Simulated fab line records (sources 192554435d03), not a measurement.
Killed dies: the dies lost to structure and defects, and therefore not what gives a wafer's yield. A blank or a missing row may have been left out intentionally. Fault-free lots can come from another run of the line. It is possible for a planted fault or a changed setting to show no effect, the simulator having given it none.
fab line records -- flow n5-finfet -- part 2 of 2: steps 22 to 26 of 26
record lots=5, wafers=15, last-day=16
route steps=1938 shown BEOL_M9@1422
lots with no fault: from the same line, run without faults
start-h: the number of hours between the record's first day and the start of the first shown wafer of the lot -- wait-h: hours from the lot's prior step to this one -- " the same as in the row above -- L1.1+2: a row that stands for several wafers -- - no value, or no start was given -- * or withheld: withheld -- < > ~ a bound
route shown NAME@n: NAME is a module with steps in the file, n the number in the route of the first one -- usual: mean/standard deviation of fault-free wafers -- same: alike in all rows -- chamber/n: place in a boat -- sites: the reading at each site -- _std_site: standard deviation of those values -- _edge_site: mean of outer sites minus mean of inner sites -- radius-mm: how far each site lies from the wafer's centre -- mask NAME#n: copy n -- behind: the most recent tool/chamber to have shaped the wafer -- hold: cause of the lot's hold/its duration in hours/its outcome -- device: which transistor (n, p or np) failed to switch -- end of line: the route-end tests of the same wafers -- a step given without rows: its recipe and nothing more -- killed: dies that structure and defects cost at the first sort, which is not the same as the wafer's yield -- map: dies across one wafer; x = killed, . = not, _ = none there
set.NAME: setting as actually run; set.NAME@STEP: the setting as run at that earlier step -- model.NAME: the simulator's own value behind a step, which no gauge read
lots at selected steps of the route; one table per step, one row per wafer
services: when a tool's chamber went out of use (start-h, in hours from the record's first day, below 0 if earlier), for how many hours, and the reason
## steps
# step N5_BEOL_M9_VIA_ETCH_34
# recipe chemistry=C4F6/O2, target=SiCOH_lowk, target-depth-a=1824, mask-material=SOC, taper-deg=4, time-s=68.4, ion-energy-ev=250, pressure-mtorr=30, source-w=345, bias-w=185, Ar_flow_sccm=300, C4F6_flow_sccm=10, O2_flow_sccm=10
# usual drypump-motor-current-A=5.5/0.52, mfc-ar-sccm=300.0/0.96, oes-product-au=0.79/0.082, rf-vpp-V=666/7.8, showerhead-plenum-p-Torr=2.86/0.083, throttle-valve-pct=20.93/0.22
lot.wafer,tool,chamber,start-h,wait-h,drypump-motor-current-A,mfc-ar-sccm,oes-product-au,rf-hours-counter-h,rf-vpp-V,showerhead-plenum-p-Torr,throttle-valve-pct
L077.3,rie-diel-03,2,226.90,0.0,4.8,299.1,0.92,11,663,2.81,20.46
L077.4,rie-diel-03,1,226.90,0.0,5.2,300.2,0.69,-,661,2.94,20.98
L077.5,rie-diel-03,0,226.90,0.0,5.3,301.8,0.69,-,678,2.93,20.87
L078.2,rie-diel-06,2,227.07,0.0,5.7,300.6,0.73,154,667,2.74,21.29
L078.3,rie-diel-06,3,227.07,0.0,6.8,299.9,0.88,53,670,2.91,20.76
L078.5,rie-diel-06,2,227.07,0.0,5.7,301.5,0.73,-,669,2.74,21.30
L081.1,rie-diel-06,0,258.04,0.0,5.5,299.3,0.74,175,654,2.73,21.20
L081.3,rie-diel-06,1,258.04,0.0,5.3,299.0,0.84,85,674,2.88,21.02
L081.5,rie-diel-06,1,258.04,0.0,5.3,299.7,0.84,-,672,2.88,21.02
L087.1,rie-diel-03,0,283.85,0.0,5.3,299.5,0.68,226,676,2.92,20.92
L087.2,rie-diel-03,2,283.85,0.0,4.8,299.4,0.88,29,663,2.80,20.45
L087.4,rie-diel-03,1,283.85,0.0,5.2,300.3,0.68,235,661,2.93,20.99
L091.1,rie-diel-05,1,311.75,0.0,5.6,298.2,0.87,34,675,3.01,20.99
L091.2,rie-diel-05,3,311.75,0.0,5.4,300.8,0.71,212,662,2.94,20.95
L091.5,rie-diel-05,1,311.75,0.0,5.6,298.7,0.88,-,675,3.01,20.97
# step N5_BEOL_M9_STRIP_73
# recipe chemistry=C4F6/O2, resist=SiARC, rf-frequency-hz=6e+07
lot.wafer,tool,chamber,start-h,wait-h
L077.3+4+5,rie-diel-03,"2,1,0",226.96,0.0
L078.2+3+5,rie-diel-06,"2,3,2",227.12,0.0
L081.1+3+5,rie-diel-06,"0,1,1",258.09,0.0
L087.1+2+4,rie-diel-03,"0,2,1",283.90,0.0
L091.1+2+5,rie-diel-05,"1,3,1",311.80,0.0
# step N5_BEOL_M9_STRIP_36
# recipe chemistry=N2/H2, power-w=450, temp-c=40, pressure-mtorr=20, rf-frequency-hz=6e+07, overash-fraction=0.3, bias-power-w=7, h2-frac=0.5, n2-flow-sccm=200, h2-flow-sccm=200
# usual drypump-motor-current-A=5.5/0.52, n2-flow-sccm=200.1/0.6, oes-product-au=0.79/0.082, rf-vpp-V=59.2/1.6, showerhead-plenum-p-Torr=2.55/0.081, throttle-valve-pct=23.6/0.35
lot.wafer,tool,chamber,start-h,wait-h,drypump-motor-current-A,n2-flow-sccm,oes-product-au,rf-hours-counter-h,rf-vpp-V,showerhead-plenum-p-Torr,throttle-valve-pct
L077.3,rie-diel-03,2,226.97,0.0,4.8,200.6,0.92,11,59.0,2.48,23.0
L077.4,rie-diel-03,1,226.97,0.0,5.2,200.3,0.69,-,59.6,2.62,23.7
L077.5,rie-diel-03,0,226.97,0.0,5.3,199.4,0.69,-,58.9,2.63,23.8
L078.2,rie-diel-06,2,227.13,0.0,5.7,200.4,0.73,154,60.9,2.44,24.3
L078.3,rie-diel-06,3,227.13,0.0,6.8,201.1,0.86,53,58.5,2.58,23.2
L078.5,rie-diel-06,2,227.13,0.0,5.7,199.5,0.73,-,59.6,2.44,24.2
L081.1,rie-diel-06,0,258.10,0.0,5.5,199.7,0.73,175,58.6,2.42,23.8
L081.3,rie-diel-06,1,258.10,0.0,5.4,199.8,0.85,85,59.4,2.57,23.9
L081.5,rie-diel-06,1,258.10,0.0,5.4,200.2,0.84,-,59.0,2.57,23.9
L087.1,rie-diel-03,0,283.91,0.0,5.3,200.0,0.68,226,62.7,2.62,23.8
L087.2,rie-diel-03,2,283.91,0.0,4.8,199.7,0.87,29,59.0,2.47,23.0
L087.4,rie-diel-03,1,283.91,0.0,5.2,199.1,0.68,235,59.3,2.61,23.7
L091.1,rie-diel-05,1,311.81,0.0,5.6,200.8,0.88,34,62.0,2.69,23.7
L091.2,rie-diel-05,3,311.81,0.0,5.4,199.4,0.72,212,56.4,2.62,23.4
L091.5,rie-diel-05,1,311.81,0.0,5.6,200.3,0.87,-,57.7,2.69,23.7
# step N5_BEOL_M9_TRENCH_ETCH_37
# recipe chemistry=C4F6/O2, target-depth-a=1514.3, target=SiCOH_lowk, time-s=49, ion-energy-ev=250, pressure-mtorr=30, source-w=345, bias-w=185, Ar_flow_sccm=300, C4F6_flow_sccm=10, O2_flow_sccm=10
# usual drypump-motor-current-A=5.5/0.52, mfc-ar-sccm=300.0/0.86, oes-product-au=0.79/0.082, rf-vpp-V=666/7.9, showerhead-plenum-p-Torr=2.86/0.083, throttle-valve-pct=20.95/0.22
lot.wafer,tool,chamber,start-h,wait-h,drypump-motor-current-A,mfc-ar-sccm,oes-product-au,rf-hours-counter-h,rf-vpp-V,showerhead-plenum-p-Torr,throttle-valve-pct
L077.3,rie-diel-03,2,-,-,4.8,300.8,0.92,11,665,2.81,20.46
L077.4,rie-diel-03,1,-,-,5.2,299.9,0.69,-,660,2.94,21.00
L077.5,rie-diel-03,0,-,-,5.3,300.6,0.69,-,678,2.93,20.89
L078.2,rie-diel-06,2,-,-,5.7,299.3,0.73,154,668,2.74,21.32
L078.3,rie-diel-06,3,-,-,6.8,299.1,0.86,53,671,2.90,20.81
L078.5,rie-diel-06,2,-,-,5.7,300.5,0.73,-,668,2.74,21.32
L081.1,rie-diel-06,0,-,-,5.5,300.1,0.74,175,656,2.73,21.23
L081.3,rie-diel-06,1,-,-,5.4,300.7,0.85,85,673,2.88,21.04
L081.5,rie-diel-06,1,-,-,5.3,300.7,0.85,-,673,2.88,21.05
L087.1,rie-diel-03,0,-,-,5.3,299.2,0.69,226,678,2.92,20.95
L087.2,rie-diel-03,2,-,-,4.8,300.4,0.89,29,664,2.80,20.50
L087.4,rie-diel-03,1,-,-,5.2,301.3,0.68,235,661,2.93,21.02
L091.1,rie-diel-05,1,-,-,5.6,298.1,0.87,34,676,3.01,21.02
L091.2,rie-diel-05,3,-,-,5.4,298.4,0.70,212,665,2.94,20.96
L091.5,rie-diel-05,1,-,-,5.6,298.6,0.87,-,677,3.01,21.02
# step N5_BEOL_M9_ETCH_41
# recipe chemistry=CH3F/O2, target=SiCN, target-depth-a=366, taper-deg=2, time-s=70.1, ion-energy-ev=120, mask-material=TiN, pressure-mtorr=30, source-w=395, bias-w=75, Ar_flow_sccm=150, CH3F_flow_sccm=30, O2_flow_sccm=20
# usual drypump-motor-current-A=5.5/0.52, mfc-ar-sccm=150.0/0.46, oes-product-au=0.78/0.081, rf-vpp-V=297.5/1.5, showerhead-plenum-p-Torr=2.01/0.061, throttle-valve-pct=16.33/0.22
lot.wafer,tool,chamber,start-h,wait-h,drypump-motor-current-A,mfc-ar-sccm,oes-product-au,rf-hours-counter-h,rf-vpp-V,showerhead-plenum-p-Torr,throttle-valve-pct
L077.3,rie-diel-03,2,-,-,4.8,149.3,0.92,11,296.3,1.97,15.84
L077.4,rie-diel-03,1,-,-,5.2,150.3,0.69,-,299.2,2.07,16.41
L077.5,rie-diel-03,0,-,-,5.3,150.2,0.69,-,299.5,2.06,16.38
L078.2,rie-diel-06,2,-,-,5.7,150.4,0.73,154,295.9,1.92,16.65
L078.3,rie-diel-06,3,-,-,6.7,150.2,0.86,53,296.5,2.04,16.15
L078.5,rie-diel-06,2,-,-,5.7,150.2,0.72,-,296.2,1.92,16.69
L081.1,rie-diel-06,0,-,-,5.5,149.1,0.74,175,295.5,1.92,16.58
L081.3,rie-diel-06,1,-,-,5.3,149.7,0.84,85,297.2,2.02,16.37
L081.5,rie-diel-06,1,-,-,5.3,150.2,0.83,-,297.5,2.02,16.35
L087.1,rie-diel-03,0,-,-,5.3,150.2,0.68,226,296.8,2.05,16.38
L087.2,rie-diel-03,2,-,-,4.8,149.5,0.89,29,296.5,1.96,15.85
L087.4,rie-diel-03,1,-,-,5.2,150.4,0.68,235,297.3,2.06,16.44
L091.1,rie-diel-05,1,-,-,5.6,149.7,0.87,34,299.0,2.12,16.36
L091.2,rie-diel-05,3,-,-,5.4,150.3,0.71,212,298.3,2.07,16.40
L091.5,rie-diel-05,1,-,-,5.6,149.7,0.87,-,300.9,2.12,16.34
## services
tool,chamber,start-h,hours,kind
rie-diel-03,2,208.36,12.5,repair
euv-scanner-01,-,209.53,1.0,pm
euv-scanner-02,0,217.77,-,calibration
rie-diel-03,3,217.87,22.0,repair
rie-diel-05,2,219.60,-,clean
rie-diel-05,2,219.60,-,consumable-replace:focus-ring
rie-diel-05,2,219.60,16.4,scheduled-down
rie-diel-05,2,219.60,16.4,vent-cycle
rie-diel-05,3,240.96,8.6,repair
litho-track-05,-,246.46,-,consumable-replace:filter
euv-scanner-02,-,246.60,1.0,pm
euv-scanner-02,-,262.36,4.6,pm
euv-scanner-01,-,266.96,1.0,pm
euv-scanner-01,-,271.30,5.8,pm
euv-scanner-01,-,278.13,28.5,repair
rie-diel-05,2,283.44,5.7,repair
rie-diel-03,1,291.24,4.8,repair
rie-diel-03,-,296.14,0.2,repair
euv-scanner-02,-,306.63,1.0,pm
rie-diel-06,-,307.82,0.2,repair
